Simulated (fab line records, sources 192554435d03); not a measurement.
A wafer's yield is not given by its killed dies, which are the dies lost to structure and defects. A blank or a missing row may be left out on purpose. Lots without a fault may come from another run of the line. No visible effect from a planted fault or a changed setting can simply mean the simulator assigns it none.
Which of the tools did it?	flow n5 finfet	7 lots with 19 wafers sampled at 8 steps, on a route of 1938 steps

WHAT THE GAUGES SHOWED, per wafer
N5_BEOL_M8_OCD_MEAS_38. Usual: trench depth nm 93.9 nm, standard deviation 1.3.
lot	measured	on	trench depth nm (nm)	flag
L728	day 11 01:01	ocd-02	95.3 94.2 94.9	
L732	day 11 21:10	ocd-01	91.5 94.8 91.8	
L739	day 13 12:13	ocd-01	94.4 92.5 93.7	
L741	day 13 18:31	ocd-01	92.7 95.0 94.4	
L738	day 14 02:43	ocd-01	116.0	OFF
L742	day 14 12:21	ocd-01	94.5 94.6 91.6	
L746	day 15 15:35	ocd-01	97.0 94.4 95.8	

N5_BEOL_M8_THK_MEAS_53: measures by xrf. Usual: M8_THK 79.5 nm, standard deviation 1.8.
lot	measured	on	M8_THK (nm)	flag
L728	day 11 03:13	film metro-02	82.1 81.1 80.2	
L732	day 11 23:56	film metro-02	78.1 80.8 78.4	
L739	day 13 14:47	film metro-01	78.1 77.1 77.2	
L741	day 13 21:52	film metro-02	78.1 80.3 79.7	
L738	day 14 05:13	film metro-02	100.4	OFF
L742	day 14 14:22	film metro-02	79.3 79.7 77.8	
L746	day 15 19:22	film metro-02	81.3 78.6 81.6	

N5_BEOL_M8_RS_MEAS_57: uses a four-point probe to measure. Usual: M8_RS 0.284 ohm/sq, standard deviation 0.007.
lot	measured	on	M8_RS (ohm/sq)	flag
L728	day 11 03:21	film metro-01	0.274 0.278 0.282	
L732	day 12 00:04	film metro-01	0.293 0.280 0.290	
L739	day 13 14:55	film metro-01	0.288 0.293 0.293	
L741	day 13 22:00	film metro-01	0.290 0.279 0.282	
L738	day 14 05:21	film metro-02	0.219	OFF
L742	day 14 14:29	film metro-01	0.288 0.286 0.293	
L746	day 15 19:29	film metro-02	0.277 0.288 0.277	

N5_BEOL_M15_RC_MEAS_101. Usual: COMB_M10 1.5e-11 S/m, standard deviation 3.1e-12; COMB_M11 1.5e-11 S/m, standard deviation 3.2e-12; COMB_M12 6.5e-12 S/m, standard deviation 1.3e-12; COMB_M13 5.1e-12 S/m, standard deviation 1.1e-12; COMB_M13_max_site 7.2e-12 S/m, standard deviation 1.8e-12; COMB_M14 4.1e-12 S/m, standard deviation 8.3e-13; COMB_M15 3e-12 S/m, standard deviation 6.1e-13; COMB_M15_max_site 4.1e-12 S/m, standard deviation 1e-12; COMB_M5 3.8e-11 S/m, standard deviation 7.2e-12; COMB_M6 2.5e-11 S/m, standard deviation 5.3e-12; COMB_M7 2.6e-11 S/m, standard deviation 5.4e-12; COMB_M9 1.5e-11 S/m, standard deviation 3.2e-12; SERP_M10 3.04 ohm/um, standard deviation 0.068; SERP_M11 3.05 ohm/um, standard deviation 0.1; SERP_M12 0.628 ohm/um, standard deviation 0.014; SERP_M13 0.309 ohm/um, standard deviation 0.0064; SERP_M14 0.159 ohm/um, standard deviation 0.0036; SERP_M5 38.7 ohm/um, standard deviation 1.7; SERP_M6 13.8 ohm/um, standard deviation 0.56; SERP_M7 13.6 ohm/um, standard deviation 0.55; SERP_M7_max_site 14.2 ohm/um, standard deviation 0.62; SERP_M8 13.6 ohm/um, standard deviation 0.43; SERP_M8_max_site 14.2 ohm/um, standard deviation 0.52; SERP_M9 3.06 ohm/um, standard deviation 0.093.
lot	measured	on	COMB_M10 (S/m)	COMB_M11 (S/m)	COMB_M12 (S/m)	COMB_M13 (S/m)	COMB_M13_max_site (S/m)	COMB_M14 (S/m)	COMB_M15 (S/m)	COMB_M15_max_site (S/m)	COMB_M5 (S/m)	COMB_M6 (S/m)	COMB_M7 (S/m)	COMB_M9 (S/m)	SERP_M10 (ohm/um)	SERP_M11 (ohm/um)	SERP_M12 (ohm/um)	SERP_M13 (ohm/um)	SERP_M14 (ohm/um)	SERP_M5 (ohm/um)	SERP_M6 (ohm/um)	SERP_M7 (ohm/um)	SERP_M7_max_site (ohm/um)	SERP_M8 (ohm/um)	SERP_M8_max_site (ohm/um)	SERP_M9 (ohm/um)	flag
L728	day 13 08:35	prober-01	1.3e-11 1.1e-11 1.3e-11	2e-11 1.4e-11 1.7e-11	6.7e-12 1.21e-11 6.5e-12	6.3e-12 6.6e-12 5.5e-12	7.8e-12 1.03e-11 7.5e-12	5.8e-12 5.3e-12 5e-12	3.3e-12 3e-12 3.8e-12	4.7e-12 4e-12 5.8e-12	3e-11 3.7e-11 4.5e-11	3.1e-11 2.1e-11 3.4e-11	3.6e-11 2.9e-11 3.6e-11	2.5e-11 1.6e-11 1.3e-11	3.02 2.96 2.86	3.04 3.00 3.07	0.639 0.627 0.611	0.319 0.327 0.315	0.159 0.165 0.156	36.7 38.5 41.9	15.3 14.4 13.6	13.4 13.4 13.3	13.8 13.9 13.8	13.3 13.2 13.4	13.5 13.4 13.7	3.01 3.12 3.11	
L732	day 14 05:56	prober-01	1.4e-11 1.6e-11 1.5e-11	1.4e-11 1e-11 1.4e-11	6.7e-12 6.1e-12 5.5e-12	5.9e-12 7.8e-12 6.3e-12	7.7e-12 1.12e-11 7.8e-12	4.5e-12 3.7e-12 3.3e-12	3.3e-12 2.8e-12 2.7e-12	4.6e-12 3.1e-12 3.8e-12	4.3e-11 3.5e-11 4.5e-11	2.5e-11 2.5e-11 2.1e-11	1.6e-11 3.2e-11 3.4e-11	1.7e-11 1.7e-11 1.3e-11	2.98 3.10 2.96	3.04 3.10 2.96	0.635 0.638 0.619	0.305 0.309 0.309	0.156 0.159 0.158	39.9 38.5 39.0	13.8 14.1 14.0	13.2 14.2 13.0	13.8 14.7 13.3	14.0 14.1 14.4	14.5 15.0 14.6	3.24 3.26 3.03	
L739	day 15 18:40	prober-02	2e-11 1.8e-11 2e-11	1.9e-11 1.6e-11 1.3e-11	6e-12 4.8e-12 5.6e-12	3.6e-12 3.8e-12 4.7e-12	4.1e-12 6.2e-12 7.5e-12	3.7e-12 3.9e-12 4.5e-12	2.9e-12 2.8e-12 2.5e-12	4.2e-12 3.8e-12 5.5e-12	4.5e-11 3.9e-11 3.3e-11	2.6e-11 2e-11 2e-11	2.5e-11 2.5e-11 2.4e-11	1.3e-11 1.2e-11 1.4e-11	3.11 3.13 3.07	3.02 3.04 2.98	0.628 0.604 0.623	0.309 0.305 0.309	0.161 0.164 0.155	37.3 39.4 34.9	13.1 14.2 13.9	13.3 12.9 13.1	13.9 13.2 13.5	13.1 13.6 13.2	13.7 13.9 13.2	3.10 3.07 3.00	
L741	day 15 19:52	prober-02	1.9e-11 1.6e-11 1.2e-11	1.5e-11 1.8e-11 1.7e-11	6e-12 7e-12 5.7e-12	4.6e-12 3.9e-12 3.9e-12	6.9e-12 5.7e-12 4.6e-12	4.3e-12 3.9e-12 4.5e-12	3.5e-12 3.4e-12 3.6e-12	4.9e-12 6.6e-12 4.1e-12	3.8e-11 4.3e-11 2.9e-11	2.1e-11 2.5e-11 2e-11	2.3e-11 2.4e-11 2.9e-11	1.4e-11 1.5e-11 2e-11	2.97 2.99 3.02	3.05 2.96 3.00	0.642 0.623 0.627	0.312 0.308 0.309	0.161 0.161 0.157	37.0 38.0 39.0	13.5 14.6 13.9	12.9 13.3 13.1	13.2 14.0 13.5	13.3 13.3 13.1	13.9 13.9 13.3	2.91 3.10 2.95	
L738	day 16 12:10	prober-02	1.3e-11	1.6e-11	5.6e-12	4.3e-12	6.8e-12	4.2e-12	2.4e-12	2.9e-12	3.2e-11	1.8e-11	2.9e-11	1.1e-11	3.03	2.95	0.650	0.310	0.159	39.5	13.5	13.5	14.0	10.1	10.5	2.91	OFF
L742	day 16 20:59	prober-01	1.3e-11 1.6e-11 2e-11	1.2e-11 1.7e-11 1.7e-11	7.7e-12 6.5e-12 9.8e-12	7.1e-12 5.6e-12 7.6e-12	1.11e-11 6.3e-12 1.25e-11	4.8e-12 4e-12 4.4e-12	3.5e-12 3.4e-12 3.3e-12	5.1e-12 4.8e-12 5.6e-12	4.3e-11 4.4e-11 4.3e-11	2.1e-11 2.7e-11 2.5e-11	2.3e-11 3e-11 3.3e-11	1e-11 1.4e-11 1.3e-11	3.10 3.10 3.01	2.91 2.99 3.00	0.645 0.620 0.630	0.297 0.306 0.301	0.161 0.159 0.163	38.2 37.7 39.7	13.0 13.8 13.1	13.9 14.6 13.6	14.3 15.1 14.0	14.1 13.1 13.7	14.5 14.2 14.2	3.17 3.15 3.06	
L746	day 17 20:47	prober-02	1.8e-11 1.9e-11 1.8e-11	1.6e-11 1.5e-11 1.3e-11	6.5e-12 5.7e-12 8.2e-12	4.9e-12 5.3e-12 4.5e-12	6.5e-12 8.2e-12 5.2e-12	5.9e-12 3.9e-12 3.5e-12	2.8e-12 3.8e-12 2.5e-12	4.1e-12 4.1e-12 3.4e-12	3.8e-11 3.7e-11 5.3e-11	2.3e-11 2.1e-11 1.5e-11	2.8e-11 2.6e-11 2.9e-11	2e-11 1.6e-11 1.4e-11	3.15 3.11 3.09	3.00 3.11 2.83	0.610 0.621 0.628	0.299 0.301 0.300	0.159 0.160 0.160	40.4 38.9 40.3	13.4 13.4 13.8	13.1 13.1 13.1	13.7 13.5 13.3	13.8 13.4 13.3	14.4 13.5 13.6	2.99 3.12 3.13	

EACH LOT AND THE TOOL THAT RAN IT (in order: tool; ch and the chambers of the sampled wafers; start)
lot	N5_BEOL_M8_TRENCH_ETCH_37	N5_BEOL_M8_ETCH_41	N5_BEOL_M8_PRE_CLEAN_45	N5_BEOL_M8_SURFACE_TREAT_79
L728	rie diel-03 ch 0,1,2, day 11 00:52	rie diel-03 ch 0,1,2, day 11 01:01 or earlier	pvd sputter-03, day 11 01:45	pvd sputter-02, day 11 02:08
L732	rie diel-02 ch 0,3, day 11 21:01	rie diel-02 ch 0,3, day 11 21:10 or earlier	pvd sputter-01, day 11 22:27	pvd sputter-02, day 11 22:52
L739	rie diel-04 ch 1,2,3, day 13 12:03	rie diel-04 ch 1,2,3, day 13 12:13 or earlier	pvd sputter-03, day 13 13:21	pvd sputter-03, day 13 13:44
L741	rie diel-04 ch 0,1,2, day 13 18:22	rie diel-04 ch 0,1,2, day 13 18:31 or earlier	pvd sputter-02, day 13 19:49	pvd sputter-02, day 13 20:19
L738	rie diel-02 ch 0, day 14 02:34	rie diel-02 ch 0, day 14 02:43 or earlier	pvd sputter-01, day 14 03:43	pvd sputter-02, day 14 04:06
L742	rie diel-03 ch 0,2,3, day 14 12:11	rie diel-03 ch 0,2,3, day 14 12:21 or earlier	pvd sputter-03, day 14 12:57	pvd sputter-01, day 14 13:20
L746	rie diel-02 ch 1,3, day 15 15:26	rie diel-02 ch 1,3, day 15 15:35 or earlier	pvd sputter-02, day 15 16:28	pvd sputter-02, day 15 16:55
- N5_BEOL_M8_TRENCH_ETCH_37: etches SiCOH lowk in C4F6/O2, target depth 93.478 nm, time 31.2 s.
- N5_BEOL_M8_ETCH_41: etches SiCN in CH3F/O2, target depth 31.9 nm, time 57.8 s.
- N5_BEOL_M8_PRE_CLEAN_45: time 30 s.
- N5_BEOL_M8_SURFACE_TREAT_79

AS READ BY THE TOOLS THEMSELVES (means over the sampled wafers that have a number; for cases with no such wafer, the mark the record gives instead)
N5_BEOL_M8_TRENCH_ETCH_37. Usual: drypump motor current A 5.8 A, standard deviation 0.35; oes product au 0.83 a.u., standard deviation 0.09; rf vpp V 668 V, standard deviation 17; run length s 54.5 s, standard deviation 0.52; showerhead plenum p Torr 2.88 Torr, standard deviation 0.1; throttle valve pct 20.83 %, standard deviation 0.14.
lot	tool	drypump motor current A (A)	oes product au (a.u.)	rf vpp V (V)	run length s (s)	showerhead plenum p Torr (Torr)	throttle valve pct (%)	flag
L728	rie diel-03	5.6	0.91	676	55.0	2.84	20.90	
L732	rie diel-02	6.2	0.73	685	54.5	2.91	20.76	
L739	rie diel-04	5.8	0.81	656	54.4	2.83	20.83	
L741	rie diel-04	5.9	0.83	671	54.6	2.92	20.87	
L738	rie diel-02	5.9	0.83	685	61.2	2.87	20.86	OFF
L742	rie diel-03	5.5	0.84	678	54.7	2.81	20.87	
L746	rie diel-02	6.1	0.94	677	54.3	2.95	20.55	

N5_BEOL_M8_ETCH_41. Usual: drypump motor current A 5.8 A, standard deviation 0.35; oes product au 0.83 a.u., standard deviation 0.09; rf vpp V 297.6 V, standard deviation 1.8; run length s 81.1 s, standard deviation 0.51; showerhead plenum p Torr 2.02 Torr, standard deviation 0.077; throttle valve pct 16.21 %, standard deviation 0.15.
lot	tool	drypump motor current A (A)	oes product au (a.u.)	rf vpp V (V)	run length s (s)	showerhead plenum p Torr (Torr)	throttle valve pct (%)	flag
L728	rie diel-03	5.6	0.90	296.4	81.4	2.00	16.19	
L732	rie diel-02	6.2	0.73	298.9	81.2	2.05	16.20	
L739	rie diel-04	5.8	0.81	297.6	81.2	1.99	16.22	
L741	rie diel-04	5.8	0.83	297.4	81.3	2.06	16.23	
L738	rie diel-02	5.9	0.83	298.1	80.9	2.01	16.23	
L742	rie diel-03	5.5	0.84	296.4	81.2	1.98	16.24	
L746	rie diel-02	6.1	0.93	298.3	80.8	2.07	15.91	

N5_BEOL_M8_PRE_CLEAN_45. Usual: heater power w 326 W, standard deviation 34.
lot	tool	heater power w (W)	flag
L728	pvd sputter-03	345	
L732	pvd sputter-01	325	
L739	pvd sputter-03	314	
L741	pvd sputter-02	321	
L738	pvd sputter-01	308	
L742	pvd sputter-03	343	
L746	pvd sputter-02	333	

N5_BEOL_M8_SURFACE_TREAT_79. Usual: ar flow sccm 30.00 sccm, standard deviation 0.093.
lot	tool	ar flow sccm (sccm)	flag
L728	pvd sputter-02	30.06	
L732	pvd sputter-02	30.08	
L739	pvd sputter-03	30.01	
L741	pvd sputter-02	30.03	
L738	pvd sputter-02	30.02	
L742	pvd sputter-01	30.07	
L746	pvd sputter-02	29.92	

THE ANSWER, worked out from the rows above alone
Rule: a lot counts as off when the mean over its wafers that have a number is more than 3 standard deviations away from the usual mean. A lot without any number at a reading at which 4 lots or more have one is off too. Where the step has rows for the other lots, those lots are counted as sound. First the gauges in route order, then the tools' own readings, where a lot's mean is used as printed above. At the first step where some lot is off, the reading lying furthest off is the one used; lots without a number count as furthest.
Off, at N5_BEOL_M8_OCD_MEAS_38 on trench depth nm: L738.
A tool fits if, at a process step before that reading, it ran every lot that is off, and no sound lot after the first of them. Not tried: the gauges at N5_BEOL_M8_OCD_MEAS_38; whatever is off there is also off at N5_BEOL_M8_THK_MEAS_53, on other tools, and gauge error can't account for it. N5_BEOL_M8_ETCH_41 gives no start for some lots, so the hours and the order of its lots are those of N5_BEOL_M8_OCD_MEAS_38. No candidate that was tried fits.

WHAT THE SIMULATOR PUT IN
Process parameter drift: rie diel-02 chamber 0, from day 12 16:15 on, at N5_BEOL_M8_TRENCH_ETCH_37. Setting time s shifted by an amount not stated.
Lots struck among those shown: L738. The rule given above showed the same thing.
